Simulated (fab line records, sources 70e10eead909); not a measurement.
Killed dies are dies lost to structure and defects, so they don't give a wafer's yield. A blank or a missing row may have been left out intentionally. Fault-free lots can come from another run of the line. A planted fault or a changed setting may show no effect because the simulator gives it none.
Struck lot and sound lot, side by side || flow nandHarc || 27 out of 1302 route steps
Sound: these wafers, L776.1, L776.3, L776.5. Wafers L768.1, L768.3, L768.4 were the ones struck. At the end, the cause is stated.
At each step with rows: each side's tool, then ch and its chambers, then its first start. Under that, the readings that differ: sound wafers || struck wafers || difference of the means || sigmas: that difference in standard deviations of wafers without a fault.
alike: readings whose means differ by less than 2 such deviations, and words and numbers that are the same on both sides. not compared: withheld readings, readings that some wafer has no value for, bounds like >300 that may hide the same value, and numbers for which the record gives no deviation and whose values overlap.
Wherever a step has rows on one side only, a row that says differs or no value, or a row with sigmas, the two part there. Numbers that don't overlap but have no deviation are shown without sigmas and don't part them. A reading missing from all wafers of one side parts the sides only when that side holds two or more wafers.

first, 1 step without rows for these wafers: NHARC_P_M1_DEGAS_29 (time 60 s).
NHARC_P_M1_PRE_CLEAN_30: time 30 s.
  sound on pvdSputter-01; struck on pvdSputter-01
  alike: heaterPowerW
NHARC_P_M1_PVD_20: deposits TaN, target thk 5 nm, time 8.06 s.
  sound on pvdSputter-01; struck on pvdSputter-01
  alike: biasV, throttleValvePct
NHARC_P_M1_PVD_21: deposits Cu, target thk 30 nm, time 20.49 s.
  sound on pvdSputter-01; struck on pvdSputter-01
  alike: throttleValvePct
then, 2 steps without rows for these wafers: NHARC_P_M1_ECD_22 (material Cu, target thk 400 nm); NHARC_P_M1_ANNEAL_31 (time 90 s).
NHARC_P_M1_CMP_23: polishes, t overpolish 20 s, target thk 157.82 nm.
  sound on cmp-04 ch 0,2, day 12 16:48; struck on cmp-03 ch 0,1,2, day 9 03:25
  alike: motorCurrentA, timeToEndpointS
NHARC_P_M1_THK_MEAS_24: measures by xrf.
  sound on filmMetro-02 at day 12 17:07; struck on filmMetro-01 at day 9 03:42
  alike: thkNm
next, for these wafers, 1 step has no rows: NHARC_P_M1_SRD_25.
NHARC_P_M1_INSPECT_27:
  sound on defectInspect-01 at day 12 17:16; struck on defectInspect-01 at day 9 03:52
  alike: rawDefectCount
then, 1 step without rows for these wafers: NHARC_P_M1_PRE_CLEAN_32 (time 12 s).
NHARC_P_M1_DEP_33: deposits SiCN, target thk 30 nm.
  sound on pecvd-01 ch 0,2, day 12 17:28; struck on pecvd-01 ch 0,2, day 9 04:01
  alike: heaterPowerW
then, 10 steps without rows for these wafers: NHARC_P_M2_DEP_00 (deposits SiOC, target thk 182.5 nm); NHARC_P_M2_DEHYDRATE_01 (time 120 s); NHARC_P_M2_HMDS_02 (time 30 s); NHARC_P_M2_COAT_34 (time 65 s); NHARC_P_M2_COAT_03 (resist thk 90 nm); NHARC_P_M2_SOFTBAKE_04 (time 55 s); NHARC_P_M2_EBR_05; NHARC_P_M2_EXPOSE_06 (exposes mask P M2, target cd 170 nm); NHARC_P_M2_PEB_07 (peb time 65 s); NHARC_P_M2_DEVELOP_08 (develop time 35 s).
NHARC_P_M2_CD_MEAS_09: the cd target is 170 nm.
  sound on cdSem-01 ch 0, day 12 18:41; struck on cdSem-01 ch 0, day 9 05:24
  alike: cdNm
NHARC_P_M2_OVL_MEAS_10: pitch 340 nm.
  sound on overlay-02 at day 12 18:46; struck on overlay-02 at day 9 05:29
  alike: overlayXNm, overlayYNm
NHARC_P_M2_INSPECT_11:
  sound on defectInspect-01 at day 12 18:48; struck on defectInspect-02 at day 9 05:31
{"reading": "rawDefectCount", "sound": "4 2 3", "struck": "1007 981 1007", "difference": "+995", "sigmas": "+99 or more"}
NHARC_P_M2_DESCUM_14: chemistry O2, time 3 s.
  sound on rieDiel-05 ch 1,2,3, day 12 18:52; struck on rieDiel-05 ch 1,3, day 9 05:35
  alike: chamberPressureMTorr, drypumpMotorCurrentA, oesProductAu, rfVppV, showerheadPlenumPTorr, throttleValvePct
  not compared: rfHoursCounterH
-- break in the record here, with 18 days between the starts of the struck wafers on either side (left off in module P_M2, picked up again in module END, where the first step shown is number 1302 on the route) --
NHARC_END_SORT_01:
  sound on prober-02 ch 0, day 30 08:52; struck on prober-01 ch 0, day 26 22:26
{"reading": "killedAtArray", "sound": "84 71 64", "struck": "23 46 27", "difference": -41, "sigmas": -2}
{"reading": "killedAtPeriphery", "sound": "1 0 4", "struck": "89 70 72", "difference": "+75", "sigmas": "+27"}
  alike: defectLimitedYield, killedAtOther, killedDies, killedOpen, killedShort

WHERE THEY PART
Last at NHARC_END_SORT_01 as far as this record goes, first at NHARC_P_M2_INSPECT_11.

WHY: what the simulator had put in
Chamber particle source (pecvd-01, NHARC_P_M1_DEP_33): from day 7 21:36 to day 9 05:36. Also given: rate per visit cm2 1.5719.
